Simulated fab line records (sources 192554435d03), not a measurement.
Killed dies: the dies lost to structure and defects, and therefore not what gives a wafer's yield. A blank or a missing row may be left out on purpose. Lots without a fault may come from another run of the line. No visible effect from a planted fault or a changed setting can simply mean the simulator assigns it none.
Struck lot and sound lot, side by side + flow n5_finfet + 25 out of 1938 route steps
Sound: the wafers L288.1, L288.2, L288.3. Struck: wafers L286.2, L286.5, L286.6. The cause is given at the end.
At each step with rows: each side's tool, then ch and its chambers, then its first start. Under that, the readings that differ: sound wafers + struck wafers + difference of the means + sigmas: that difference in standard deviations of wafers without a fault.
alike: a reading whose means differ by less than 2 such deviations, as well as words and numbers matching on both sides. not compared: withheld readings; readings where some wafer has no value; bounds like >300 that might hide an equal value; numbers whose values overlap and for which the record gives no deviation.
A row with sigmas, a row that says differs or no value, or rows on one side alone: a step with any of these is where the two part. Numbers that have no deviation but don't overlap get no sigmas and don't part them. A reading missing from all wafers of one side parts the sides only when that side holds two or more wafers.

first, 12 steps without rows for these wafers: N5_FIN_SAQP_DESCUM_21 (chemistry O2, time 7.9 s); N5_FIN_SAQP_ETCH_51 (etches SiARC in CF4, target depth 45.5 nm, time 75.8 s); N5_FIN_SAQP_ETCH_52 (etches SOC in N2/H2, target depth 100 nm, overetch 20 nm, time 150 s); N5_FIN_SAQP_STRIP_53 (strips in N2/H2); N5_FIN_SAQP_HM_OPEN_73 (chemistry CHF3/O2, target SiO2, stops on a-Si, target depth 12 nm, time 16.8 s); N5_FIN_SAQP_STRIP_74 (strips in CHF3/O2); N5_FIN_SAQP_MANDREL_ETCH_22 (etches a-Si in HBr/Cl2, stops on SiNx, target depth 60 nm, bt time 10 s, time 30 s); N5_FIN_SAQP_STRIP_55 (strips in N2/H2); N5_FIN_SAQP_STRIP_23 (strips in SPM, time 750 s); N5_FIN_SAQP_SRD_66 (time 30 s); N5_FIN_SAQP_RECESS_75 (chemistry HF/NH3, target SiO2, target depth 14.4 nm, afs cycles 3, sublimation time 60 s); N5_FIN_SAQP_SPACER1_ALD_24 (deposits SiO2, target thk 20.3 nm, pulse time 1 s, purge time 2 s).
N5_FIN_SAQP_SPACER1_ETCHBACK_25: etches SiO2 in CHF3/O2, target depth 24.4 nm, time 12.2 s.
  sound on rie_diel-01 ch 0,2,3, day 3 18:36; struck on rie_diel-04 ch 0,1, day 3 06:32
  no value came back on the struck wafers for any of 9 readings (CHF3_flow_sccm (sccm), O2_flow_sccm (sccm) and others); on the sound wafers CHF3_flow_sccm (sccm) reads 50.02 49.88 50.03
| reading                                           | sound | struck       | difference | sigmas |
|---------------------------------------------------|-------|--------------|------------|--------|
| model.SiO2_of_FIN_SAQP_SPACER1_ALD_24.thk_nm (nm) | 0 0 0 | 20 20.2 20.2 | +20        |        |
N5_FIN_SAQP_MANDREL1_REMOVE_56: chemistry HBr/Cl2/O2, target a-Si, stops on SiNx, bt time 10 s.
  sound on rie_si-02 ch 0,1,3, day 3 18:41; struck on rie_si-06 ch 0,1, day 3 06:37
| reading               | sound             | struck            | difference | sigmas |
|-----------------------|-------------------|-------------------|------------|--------|
| oes_product_au (a.u.) | 1.011 1.024 1.005 | 0.372 0.376 0.367 | -0.642     | -64    |
  alike: HBr_flow_sccm, drypump_motor_current_A, mfc_cl2_sccm, throttle_valve_pct
  not compared: rf_hours_counter_h
N5_FIN_SAQP_CD_MEAS_27: the cd target is 20 nm.
  sound on cd_sem-03 ch 0, day 3 18:48; struck on cd_sem-02 ch 0, day 3 06:44
| reading    | sound             | struck | difference                    | sigmas |
|------------|-------------------|--------|-------------------------------|--------|
| cd_nm (nm) | 20.37 20.25 19.97 | - - -  | no value on the struck wafers |        |
N5_FIN_SAQP_ETCH_57: etches SiNx in CH3F/O2, target depth 32.5 nm, time 46.4 s.
  sound on rie_diel-04 ch 0,1,2, day 3 18:51; struck on rie_diel-01 ch 0,2,3, day 3 06:47
| reading               | sound          | struck            | difference | sigmas |
|-----------------------|----------------|-------------------|------------|--------|
| etch_rf_on_time_s (s) | 47.1 47.2 46.7 | 116.0 116.0 116.0 | +69.0      | +58    |
| oes_product_au (a.u.) | 0.60 0.63 0.64 | 0.28 0.26 0.29    | -0.35      | -5     |
  alike: drypump_motor_current_A, rf_vpp_V, showerhead_plenum_p_Torr, throttle_valve_pct
  not compared: rf_hours_counter_h
then, 1 step without rows for these wafers: N5_FIN_SAQP_ETCH_65 (etches SiO2 in CF4, target depth 4 nm, time 4.4 s).
N5_FIN_SAQP_MANDREL_ETCH_58: etches a-Si in HBr/Cl2, stops on SiNx, target depth 45 nm, bt time 10 s, time 27 s.
  sound on rie_si-05 ch 0,2,3, day 3 18:59; struck on rie_si-05 ch 2,3, day 3 06:55
| reading                | sound             | struck            | difference | sigmas |
|------------------------|-------------------|-------------------|------------|--------|
| oes_product_au (a.u.)  | 0.715 0.705 0.695 | 0.329 0.318 0.330 | -0.379     | -45    |
| throttle_valve_pct (%) | 35.3 35.6 35.1    | 36.1 36.3 36.0    | +0.8       | +2     |
  alike: HBr_flow_sccm, drypump_motor_current_A, mfc_cl2_sccm
  not compared: rf_hours_counter_h
then, 2 steps without rows for these wafers: N5_FIN_SAQP_RECESS_63 (chemistry HF/NH3, target SiO2, target depth 18 nm, afs cycles 3, sublimation time 60 s); N5_FIN_SAQP_COAT_68 (time 60 s, resist thk 100 nm).
N5_FIN_SAQP_ETCH_69: etches SOC in N2/H2, stops on SiNx, target depth 150 nm.
  sound on rie_diel-04 ch 1,2,3, day 3 19:38; struck on rie_diel-03 ch 0,3, day 3 07:34
| reading               | sound          | struck         | difference | sigmas |
|-----------------------|----------------|----------------|------------|--------|
| oes_product_au (a.u.) | 0.74 0.77 0.70 | 0.27 0.33 0.27 | -0.45      | -6     |
  alike: drypump_motor_current_A, n2_flow_sccm, rf_vpp_V, showerhead_plenum_p_Torr, throttle_valve_pct
  not compared: rf_hours_counter_h
N5_FIN_SAQP_ETCH_67: etches SiNx in CH3F/O2, target depth 30 nm.
  sound on rie_diel-04 ch 1,2,3, day 3 19:42; struck on rie_diel-03 ch 0,3, day 3 07:38
| reading               | sound          | struck         | difference | sigmas |
|-----------------------|----------------|----------------|------------|--------|
| oes_product_au (a.u.) | 0.75 0.77 0.69 | 0.27 0.35 0.27 | -0.44      | -5     |
  alike: drypump_motor_current_A, rf_vpp_V, showerhead_plenum_p_Torr, throttle_valve_pct
  not compared: rf_hours_counter_h
then, 1 step without rows for these wafers: N5_FIN_SAQP_STRIP_70 (strips in N2/H2).
N5_BEOL_M4_RC_MEAS_101:
  the record has rows for the sound wafers here (prober-02 ch 0, day 10 15:08) and none for the struck ones
-- the record jumps here: 10 days lie between the struck wafers' starts before and after (it left off in module BEOL_M4 and takes up again in module PASSIVATION, whose first step shown is number 1936 of the route) --
N5_PASSIVATION_PROBE_49:
  sound on prober-01 at day 15 02:56; struck on prober-01 at day 13 16:25
| reading             | sound     | struck         | difference | sigmas      |
|---------------------|-----------|----------------|------------|-------------|
| killed_at_front_end | 32 18 39  | 1123 1126 1121 | +1094      | +99 or more |
| killed_dies         | 99 76 105 | 1180 1180 1180 | +1087      | +64         |
| killed_on_rim       | 13 9 14   | 152 152 152    | +140       | +34         |
  alike: killed_at_M0_to_M3, killed_at_M4_up, killed_at_contacts, killed_at_other, killed_open, killed_short

WHERE THEY PART
Last at N5_PASSIVATION_PROBE_49 as far as this record goes, first at N5_FIN_SAQP_SPACER1_ETCHBACK_25.

WHY: the cause the simulator had injected
Skipped step whole: rie_diel-04, from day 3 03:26 on, at N5_FIN_SAQP_SPACER1_ETCHBACK_25. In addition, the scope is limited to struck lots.
